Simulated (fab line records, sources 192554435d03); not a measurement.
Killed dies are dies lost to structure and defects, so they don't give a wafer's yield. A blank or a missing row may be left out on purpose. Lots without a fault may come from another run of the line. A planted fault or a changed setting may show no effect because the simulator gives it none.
Split-lot experiment | flow n5_finfet | 7 lots, 21 wafers read, on a route of 1938 steps

THE SPLIT
At N5_FIN_CUT_EXPOSE_05 (exposes mask FIN CUT), the setting dose_mj was moved away from the recipe's 45.75 on 9 of the 21 wafers read, by -6.3% to +6.6%. The other wafers ran this setting at the recipe's value.

FROM THE SPLIT TO THE READING: what the file shows between them, 2 steps
- N5_FIN_CUT_PEB_06: peb time 60 s
- N5_FIN_CUT_DEVELOP_07: develop time 30 s

THE READING
cd_nm, in nm, at N5_FIN_CUT_CD_MEAS_08 (target cd 29.1 nm). Fault-free wafers of this fab line usually give 29.11 nm, standard deviation 0.23 nm.

wafer  | tool, chamber at the split | dose_mj as run | against the recipe | cd_nm, nm | against lot-mates on the recipe
L080.2 | euv_scanner-01, 0          | 47.58          | +4.0%              | 29.76     | +0.78
L080.3 | euv_scanner-01, 0          | 47.58          | +4.0%              | 29.97     | +0.99
L080.5 | euv_scanner-01, 0          | 45.75          | recipe             | 28.98     | -
L081.1 | euv_scanner-01, 0          | 45.75          | recipe             | 29.16     | -
L081.3 | euv_scanner-01, 0          | 45.75          | recipe             | 29.11     | -
L081.4 | euv_scanner-01, 0          | 45.75          | recipe             | 29.24     | -
L082.1 | euv_scanner-02, 0          | 45.75          | recipe             | 28.99     | -
L082.3 | euv_scanner-02, 0          | 48.77          | +6.6%              | 30.13     | +1.14
L082.4 | euv_scanner-02, 0          | 48.77          | +6.6%              | 30.34     | +1.35
L083.1 | euv_scanner-02, 0          | 45.75          | recipe             | 28.93     | -
L083.4 | euv_scanner-02, 0          | 45.75          | recipe             | 28.65     | -
L083.6 | euv_scanner-02, 0          | 44.03          | -3.8%              | 28.50     | -0.29
L088.3 | euv_scanner-02, 0          | 45.75          | recipe             | 28.52     | -
L088.4 | euv_scanner-02, 0          | 45.75          | recipe             | 29.03     | -
L088.5 | euv_scanner-02, 0          | 42.86          | -6.3%              | 27.42     | -1.35
L093.2 | euv_scanner-02, 0          | 46.8           | +2.3%              | 29.47     | +0.02
L093.4 | euv_scanner-02, 0          | 45.75          | recipe             | 29.26     | -
L093.5 | euv_scanner-02, 0          | 45.75          | recipe             | 29.64     | -
L094.1 | euv_scanner-02, 0          | 44.56          | -2.6%              | 28.63     | -0.61
L094.2 | euv_scanner-02, 0          | 44.56          | -2.6%              | 28.65     | -0.59
L094.5 | euv_scanner-02, 0          | 45.75          | recipe             | 29.24     | -

THE FIT
A straight line over all 21 wafers: cd_nm changes by +0.196 nm for each +1% of dose_mj; r = +0.93; the points scatter about the line by 0.25 nm.
The same after taking each lot's own level away (the mean of its wafers on the recipe; 21 wafers): +0.19 nm for each +1%; r = +0.95; scatter 0.2 nm.
On that fit, the largest move of dose_mj shifts the reading by 1.3 nm.
The lots' own levels span 28.775 to 29.450 nm, that is 2.9 times the standard deviation above.
So the lot-to-lot level changes the slope little: the two slopes agree.
Check: with one of the wafers moved furthest among these (+6.6%) left out of the fit, the line predicts +1.28 nm for it against its lot-mates. It came out at +1.14 nm against them.

OTHER SPLITS ON THESE WAFERS
These wafers also went through other splits before the reading. Each is held against what the fit with the lots' levels taken away leaves over:
other split on the same wafers | wafers away from the commonest value | r with cd_nm (lot level and that fit taken away)
N5_WELL_APT_COAT_02 spin_rpm   | 4                                    | -0.01

THE WHOLE CHAIN: every reading that the file lists as answering this split, in the file's order
step                  | what it does                                                | reading                                                               | change (the file's fit)               | r (the file's)
N5_FIN_CUT_CD_MEAS_08 | target cd 29.1 nm                                           | cd_nm                                                                 | +0.183 nm for each +1% of the setting | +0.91
N5_FIN_CUT_ETCH_30    | etches underlayer in N2/H2, target depth 13 nm, time 10.4 s | FIN_CUT.cd_offset_nm (the simulator's own value, which no gauge read) | +0.173 nm for each +1% of the setting | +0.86

THE FILE'S OWN FIT
cd_nm changes by +0.183 nm for each +1% of dose_mj, r = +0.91.
